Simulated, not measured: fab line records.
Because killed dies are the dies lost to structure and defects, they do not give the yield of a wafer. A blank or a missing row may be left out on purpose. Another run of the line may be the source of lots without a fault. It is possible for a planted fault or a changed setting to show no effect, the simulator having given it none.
fab line records    flow nand_harc
record: lots: 13  wafers: 39  last_day: 29
route steps=1159 shown P_START@1 P_ZERO_WELL@18 P_STI@91 END@1159
lots with no fault: from the same line, run without faults
start_h: hours from the record's first day to the start of the lot's first wafer shown    wait_h: how many hours have passed since the lot's step before this one    " the same as in the row above    L1.1+2: one row covering several wafers at once    - either no value or no given start    * or withheld: withheld    < > ~ a bound
route shown NAME@n: a module of which the file shows steps, and the number in the route of the first    usual: the fault-free wafers' mean and standard deviation    same: alike in all rows    chamber/n: place in a boat    sites: each site's reading    _std_site: standard deviation across them    _edge_site: mean of outer sites minus mean of inner sites    radius_mm: how far each site lies from the wafer's centre    mask NAME#n: copy n    behind: the most recent tool/chamber to have shaped the wafer    hold: what put the lot on hold/how long, in hours/how the hold closed    device: whichever transistor did not switch (one of n, p or np)    end of line: tests of these same wafers at the route's end    for a step that has no rows: nothing shown but its recipe    killed: at the first sort, the dies lost to defects and structure; wafer yield is something else    map: a wafer's dies, x killed, . not, _ none there
set.NAME: the setting as run; set.NAME@STEP: as run at that earlier step    model.NAME: the simulator's own value behind a step, which no gauge read
one table for each step of the route and one row for each wafer, over a sample of lots
services: from which hour (start_h, from the record's first day; less than 0 if before it) a tool's chamber was out of use, for how many hours, and why
== steps ==
step: NHARC_P_START_INSPECT_01
usual: raw_defect_count: 3.7/2
lot.wafer  tool               chamber  start_h  wait_h  raw_defect_count
L966.1     defect_inspect-01  -        12.04    -       3
L966.5     "                  -        "        "       5
L966.6     "                  -        "        "       4
L968.1     defect_inspect-02  -        24.03    -       4
L968.2     "                  -        "        "       5
L968.6     "                  -        "        "       2
L969.1     defect_inspect-01  -        30.04    -       1
L969.4     "                  -        "        "       3
L969.6     "                  -        "        "       3
L970.1     defect_inspect-02  -        36.04    -       2
L970.3     "                  -        "        "       7
L970.6     "                  -        "        "       1
L972.4     defect_inspect-02  -        48.05    -       0
L972.5     "                  -        "        "       5
L972.6     "                  -        "        "       9
L975.2     defect_inspect-02  -        66.04    -       4
L975.3     "                  -        "        "       7
L975.5     "                  -        "        "       1
L977.1     defect_inspect-01  -        78.04    -       4
L977.2     "                  -        "        "       2
L977.6     "                  -        "        "       2
L979.1     defect_inspect-02  -        90.04    -       4
L979.2     "                  -        "        "       3
L979.6     "                  -        "        "       3
L980.1     defect_inspect-02  -        96.04    -       3
L980.2     "                  -        "        "       4
L980.4     "                  -        "        "       5
L981.2     defect_inspect-01  -        102.04   -       0
L981.4     "                  -        "        "       3
L981.5     "                  -        "        "       2
L987.2     defect_inspect-01  -        138.04   -       8
L987.4     "                  -        "        "       3
L987.5     "                  -        "        "       1
L988.1     defect_inspect-01  -        144.04   -       1
L988.4     "                  -        "        "       3
L988.5     "                  -        "        "       6
L989.1     defect_inspect-01  -        150.04   -       2
L989.2     "                  -        "        "       10
L989.6     "                  -        "        "       4
step: NHARC_P_ZERO_WELL_ETCH_62
recipe: target_depth_a: 130  time_s: 6.5  chf3_flow_sccm: 50  ar_flow_sccm: 200  rf_w: 500  bias_w: 200  chemistry: CHF3/Ar
usual: drypump_motor_current_A: 5.6/0.62  oes_product_au: 0.959/0.02  rf_vpp_V: 370.9/2.3  showerhead_plenum_p_Torr: 2.36/0.1  throttle_valve_pct: 20.218/0.0089
lot.wafer  tool         chamber  start_h  wait_h  drypump_motor_current_A  oes_product_au  rf_hours_counter_h  rf_vpp_V  showerhead_plenum_p_Torr  throttle_valve_pct
L966.1     rie_diel-10  2        -        -       5.6                      0.945           1                   372.9     2.49                      20.223
L966.6     "            2        "        "       5.7                      0.938           -                   373.2     2.49                      20.222
L966.5     "            3        "        "       4.8                      0.934           -                   366.8     2.20                      20.207
L968.1     rie_diel-03  3        -        -       5.0                      0.962           7                   368.2     2.24                      20.233
L968.2     "            0        "        "       4.7                      0.962           7                   373.5     2.49                      20.218
L968.6     "            2        "        "       6.8                      0.940           -                   373.1     2.48                      20.212
L969.1     rie_diel-10  3        -        -       4.8                      0.960           2                   367.0     2.20                      20.217
L969.4     "            1        "        "       5.3                      0.963           2                   371.9     2.43                      20.223
L969.6     "            0        "        "       5.9                      0.993           -                   370.5     2.37                      20.218
L970.3     rie_diel-09  2        -        -       5.3                      0.977           10                  371.9     2.39                      20.211
L970.1     "            3        "        "       5.0                      0.975           11                  369.3     2.31                      20.220
L970.6     "            1        "        "       6.3                      0.952           -                   371.7     2.48                      20.221
L972.4     rie_diel-09  2        -        -       5.3                      0.967           11                  371.2     2.39                      20.223
L972.5     "            0        "        "       6.2                      0.965           -                   369.1     2.29                      20.211
L972.6     "            1        "        "       6.3                      0.965           -                   375.3     2.48                      20.214
L975.2     rie_diel-03  2        -        -       6.8                      0.938           2                   372.9     2.48                      20.207
L975.3     "            0        "        "       4.7                      0.979           1                   374.0     2.49                      20.230
L975.5     "            3        "        "       5.0                      0.995           -                   369.3     2.24                      20.212
L977.1     rie_diel-10  3        -        -       4.7                      0.950           4                   369.1     2.20                      20.214
L977.2     "            2        "        "       5.7                      0.975           5                   372.9     2.48                      20.215
L977.6     "            3        "        "       4.8                      0.943           -                   367.4     2.20                      20.210
L979.1     rie_diel-10  3        -        -       4.8                      0.952           6                   368.3     2.20                      20.213
L979.2     "            2        "        "       5.7                      0.950           6                   373.5     2.48                      20.228
L979.6     "            0        "        "       5.9                      0.983           -                   372.6     2.37                      20.215
L980.1     rie_diel-03  0        -        -       4.7                      0.920           3                   372.3     2.49                      20.221
L980.2     "            1        "        "       6.1                      0.922           3                   369.0     2.26                      20.222
L980.4     "            2        "        "       6.8                      0.913           4                   373.4     2.48                      20.217
L981.4     rie_diel-10  3        -        -       4.8                      0.971           6                   366.3     2.20                      20.212
L981.2     "            0        "        "       5.9                      0.987           6                   370.7     2.37                      20.206
L981.5     "            2        "        "       5.7                      0.961           -                   373.7     2.48                      20.210
L987.2     rie_diel-03  0        -        -       4.7                      0.958           6                   373.9     2.49                      20.213
L987.4     "            2        "        "       6.8                      0.965           6                   373.1     2.48                      20.211
L987.5     "            3        "        "       5.1                      0.960           -                   367.5     2.23                      20.209
L988.4     rie_diel-03  0        -        -       4.7                      0.924           6                   371.8     2.49                      20.238
L988.1     "            1        "        "       6.1                      0.918           6                   368.8     2.26                      20.204
L988.5     "            3        "        "       5.1                      0.935           -                   367.6     2.23                      20.234
L989.2     rie_diel-10  3        -        -       4.8                      0.949           8                   367.8     2.20                      20.220
L989.1     "            0        "        "       5.9                      0.984           8                   372.1     2.36                      20.217
L989.6     "            0        "        "       5.9                      0.985           -                   372.3     2.36                      20.209
step: NHARC_P_ZERO_WELL_EXPOSE_21
recipe: na: 0.6  target_cd_nm: 720  dose_mj: 22.31  mask_id: P_NWELL
lot.wafer   tool            chamber  start_h  wait_h  mask
L966.1+5+6  krf_scanner-01  0        14.34    -       P_NWELL#0
L968.1+2+6  krf_scanner-01  0        26.45    -       P_NWELL#0
L969.1+4+6  krf_scanner-01  0        32.30    -       P_NWELL#0
L970.1+3+6  krf_scanner-01  0        38.31    -       P_NWELL#0
L972.4+5+6  krf_scanner-03  0        50.35    -       P_NWELL#0
L975.2+3+5  krf_scanner-01  0        68.43    -       P_NWELL#0
L977.1+2+6  krf_scanner-01  0        80.46    -       P_PWELL#0
L979.1+2+6  krf_scanner-01  0        92.44    -       P_NWELL#0
L980.1+2+4  krf_scanner-01  0        98.18    -       P_NWELL#0
L981.2+4+5  krf_scanner-03  0        104.30   -       P_NWELL#0
L987.2+4+5  krf_scanner-02  0        140.31   -       P_NWELL#0
L988.1+4+5  krf_scanner-01  0        146.43   -       P_NWELL#0
L989.1+2+6  krf_scanner-01  0        152.51   -       P_NWELL#0
step: NHARC_P_ZERO_WELL_CD_MEAS_24
recipe: target_cd_nm: 720  landing_energy_ev: 500
usual: cd_nm: 719.1/1.8
same: landing_energy_ev: 500
lot.wafer  tool       chamber  start_h  wait_h  cd_nm
L966.1     cd_sem-02  0        14.49    -       716.9
L966.5     "          0        "        "       718.3
L966.6     "          0        "        "       719.4
L968.1     cd_sem-02  0        26.61    -       719.5
L968.2     "          0        "        "       718.6
L968.6     "          0        "        "       720.8
L969.1     cd_sem-03  0        32.45    -       719.9
L969.4     "          0        "        "       720.2
L969.6     "          0        "        "       718.5
L970.1     cd_sem-03  0        38.47    -       718.4
L970.3     "          0        "        "       719.5
L970.6     "          0        "        "       719.0
L972.4     cd_sem-03  0        50.49    -       716.9
L972.5     "          0        "        "       718.6
L972.6     "          0        "        "       720.5
L975.2     cd_sem-03  0        68.58    -       717.2
L975.3     "          0        "        "       716.5
L975.5     "          0        "        "       720.8
L977.1     cd_sem-02  0        80.61    -       -
L977.2     "          0        "        "       -
L977.6     "          0        "        "       -
L979.1     cd_sem-02  0        92.60    -       721.4
L979.2     "          0        "        "       722.6
L979.6     "          0        "        "       722.1
L980.1     cd_sem-03  0        98.34    -       721.2
L980.2     "          0        "        "       716.5
L980.4     "          0        "        "       721.2
L981.2     cd_sem-01  0        104.46   -       721.1
L981.4     "          0        "        "       719.0
L981.5     "          0        "        "       719.7
L987.2     cd_sem-01  0        140.46   -       719.5
L987.4     "          0        "        "       716.1
L987.5     "          0        "        "       717.0
L988.1     cd_sem-02  0        146.58   -       720.8
L988.4     "          0        "        "       718.5
L988.5     "          0        "        "       721.7
L989.1     cd_sem-03  0        152.67   -       718.1
L989.2     "          0        "        "       717.5
L989.6     "          0        "        "       718.6
step: NHARC_P_STI_CD_MEAS_16
usual: cd_nm: 199.8/2.7
lot.wafer  tool       chamber  start_h  wait_h  cd_nm
L966.1     cd_sem-01  -        35.55    -       194.0
L966.5     "          -        "        "       197.1
L966.6     "          -        "        "       196.0
L968.1     cd_sem-01  -        47.57    -       201.6
L968.2     "          -        "        "       201.3
L968.6     "          -        "        "       200.1
L969.1     cd_sem-01  -        56.62    -       199.3
L969.4     "          -        "        "       198.1
L969.6     "          -        "        "       197.2
L970.1     cd_sem-01  -        56.64    -       198.9
L970.3     "          -        "        "       203.1
L970.6     "          -        "        "       202.6
L972.4     cd_sem-01  -        71.47    -       197.4
L972.5     "          -        "        "       199.4
L972.6     "          -        "        "       202.4
L975.2     cd_sem-03  -        89.74    -       201.4
L975.3     "          -        "        "       201.7
L975.5     "          -        "        "       202.3
L979.1     cd_sem-01  -        110.57   -       203.9
L979.2     "          -        "        "       204.3
L979.6     "          -        "        "       201.8
L980.1     cd_sem-02  -        119.71   -       199.2
L980.2     "          -        "        "       200.6
L980.4     "          -        "        "       200.5
L981.2     cd_sem-02  -        125.85   -       195.1
L981.4     "          -        "        "       198.6
L981.5     "          -        "        "       196.5
L987.2     cd_sem-02  -        161.33   -       196.7
L987.4     "          -        "        "       198.1
L987.5     "          -        "        "       199.0
L988.1     cd_sem-01  -        170.07   -       200.5
L988.4     "          -        "        "       200.4
L988.5     "          -        "        "       199.7
L989.1     cd_sem-01  -        173.66   -       201.1
L989.2     "          -        "        "       201.6
L989.6     "          -        "        "       202.5
step: NHARC_END_SORT_01
recipe: temp_c: 25
usual: killed_at_array: 29/11  killed_at_other: 0.5/0.85  killed_at_periphery: 3.0/2.3  killed_dies: 33/12  killed_open: 3.3/1.9  killed_short: 2.0/1.5
same: gross_dies: 677
lot.wafer  tool       chamber  start_h  wait_h  killed_at_array  killed_at_other  killed_at_periphery  killed_dies  killed_open  killed_short
L977.1     prober-02  0        623.10   2.5     16               0                661                  677          2            3
L977.2     prober-02  0        623.91   2.8     22               0                655                  677          1            2
L977.6     prober-02  0        627.15   4.0     25               0                652                  677          3            2
killed by level:class
L977.1 P_ZERO_WELL:area_expose=659 A_STAIRCASE:chamber_film_flake=5 A_CONTACT:chamber_film_flake=5 A_CHANNEL_HOLE_D1:chamber_film_flake=2 P_GATE:geometric_particle:short=1 A_ONON_D1:geometric_particle:open=1 A_CHANNEL_HOLE_D1:geometric_particle:short=1 A_CHANNEL_FILL_D1:geometric_particle:open=1
L977.2 P_ZERO_WELL:area_expose=655 A_STAIRCASE:chamber_film_flake=10 A_CHANNEL_HOLE_D1:chamber_film_flake=4 A_CONTACT:chamber_film_flake=4 A_CHANNEL_HOLE_D1:geometric_particle:short=1 A_SGD_CUT:geometric_particle:short=1 A_CONTACT:geometric_particle:open=1 A_ZERO_WELL:chamber_film_flake=1
L977.6 P_ZERO_WELL:area_expose=650 A_STAIRCASE:chamber_film_flake=9 A_CONTACT:chamber_film_flake=5 P_CONTACT:geometric_particle:open=2 A_SGD_CUT:geometric_particle:short=2 A_CHANNEL_HOLE_D1:chamber_film_flake=2 A_SLIT:chamber_film_flake=2 A_ONON_D1:geometric_particle:open=1
== services ==
tool            chamber  start_h  hours  kind
krf_scanner-03  -        -4.00    4.0    pm
rie_diel-10     -        -0.50    9.0    pm
rie_diel-10     0        -0.50    9.0    vent_cycle
rie_diel-10     1        -0.50    9.0    vent_cycle
rie_diel-10     2        -0.50    9.0    vent_cycle
rie_diel-10     3        -0.50    9.0    vent_cycle
rie_diel-09     1        0.69     4.9    repair
rie_diel-10     0        8.50     -      clean
rie_diel-10     1        8.50     -      clean
rie_diel-10     2        8.50     -      clean
rie_diel-10     3        8.50     -      clean
rie_diel-10     1        10.61    5.9    repair
rie_diel-10     -        29.80    0.9    repair
rie_diel-10     0        33.00    -      clean
krf_scanner-02  -        38.00    4.0    pm
rie_diel-03     -        38.30    9.0    pm
rie_diel-09     3        73.99    9.8    repair
rie_diel-09     -        77.10    9.0    pm
krf_scanner-03  -        78.17    6.6    repair
krf_scanner-01  -        84.00    4.0    pm
krf_scanner-01  -        110.63   0.5    repair
rie_diel-03     3        120.85   5.6    repair
krf_scanner-02  -        131.74   0.8    repair
rie_diel-09     3        144.54   2.2    repair
== key ==
first_sign: step: NHARC_P_ZERO_WELL_EXPOSE_21  reading: mask  direction: changed
effect: step: NHARC_P_ZERO_WELL_CD_MEAS_24  reading: cd_nm  direction: missing
effect: step: NHARC_END_SORT_01  reading: killed_at_periphery  direction: up  sigmas: 99+  usual: 3.0  struck: 656
more_kills_born_at: NHARC_P_ZERO_WELL_EXPOSE_21@krf_scanner-01: 1964
met_at NHARC_P_ZERO_WELL_EXPOSE_21
struck_lots L977
later_rows_left_out L977.1,L977.2,L977.6
tester_left_out L977
not_acting_at NHARC_P_START_INSPECT_01,NHARC_P_ZERO_WELL_ETCH_62,NHARC_P_STI_CD_MEAS_16
onset_between 68.43 80.46
fault: kind: wrong_mask  tool: any  chamber: -  onset_h: 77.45  steps: NHARC_P_ZERO_WELL_EXPOSE_21  aux_copy: P_PWELL#0  scope: struck_lots_only
tester_left_out: of these lots the tester's yield and bins aren't shown, on N5 and GAA mostly nor the transistor test; their killed dies are dies lost to structure and defects alone, not to doping, threshold or leakage, so they don't give the yield
later_rows_left_out: the simulator's readings of these wafers behind a module that went badly wrong aren't trusted and aren't shown, but for the sort
